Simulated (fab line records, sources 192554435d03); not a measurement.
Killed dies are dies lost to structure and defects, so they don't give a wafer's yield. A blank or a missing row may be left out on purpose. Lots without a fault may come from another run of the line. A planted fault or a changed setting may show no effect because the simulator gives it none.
Chamber matching | flow n5_finfet | N5_PMOS_HMC_CHANNEL_EPI_HM_OPEN_15 on rie_diel-04: 4 sister chambers
The step chemistry CHF3/O2, target SiO2, target depth 40.6 nm, time 20.3 s. 8 wafers are shown with their chamber, then 10 later ones without.

WAFERS WITH THEIR CHAMBER
wafer  | chamber | drypump_motor_current_A (A) | rf_vpp_V (V)
L079.2 | 3       | 6.1                         | 509
L085.6 | 3       | 6.1                         | 507
L087.6 | 1       | 5.0                         | 505
L089.4 | 2       | 6.2                         | 506
L089.5 | 1       | 5.0                         | 506
L089.6 | 0       | 5.1                         | 532
L092.1 | 0       | 5.1                         | 533
L092.3 | 2       | 6.3                         | 507

WAFERS WITHOUT THEIR CHAMBER
wafer  | drypump_motor_current_A (A) | rf_vpp_V (V)
L092.6 | 5.1                         | 534
L094.1 | 5.0                         | 506
L094.2 | 6.1                         | 508
L094.6 | 6.2                         | 506
L095.1 | 5.1                         | 533
L095.5 | 6.1                         | 508
L095.6 | 5.1                         | 533
L097.1 | 5.0                         | 506
L097.3 | 6.3                         | 507
L097.5 | 6.3                         | 506

WHICH CHAMBER EACH WENT THROUGH
wafer  | from the rows above | in truth
L092.6 | 0                   | 0
L094.1 | 1                   | 1
L094.2 | 3                   | 3
L094.6 | 2                   | 2
L095.1 | 0                   | 0
L095.5 | 3                   | 3
L095.6 | 0                   | 0
L097.1 | 1                   | 1
L097.3 | 2                   | 2
L097.5 | 2                   | 2
Placed correctly: 10 of 10. Can't be placed from these rows: 0. Placed wrongly: 0.
How it was worked out, from the rows above alone: a wafer's distance from a chamber is the root of the sum, over the readings, of the square of ((its reading less the chamber's mean) divided by the reading's scatter). The wafer belongs to the nearest chamber; if the next one is less than 2 further off, it can't be placed. A chamber's mean is the mean of its shown wafers. The scatter: the root of (the sum of the squares of (reading less its chamber's mean) over the shown wafers, divided by (wafers less chambers)).
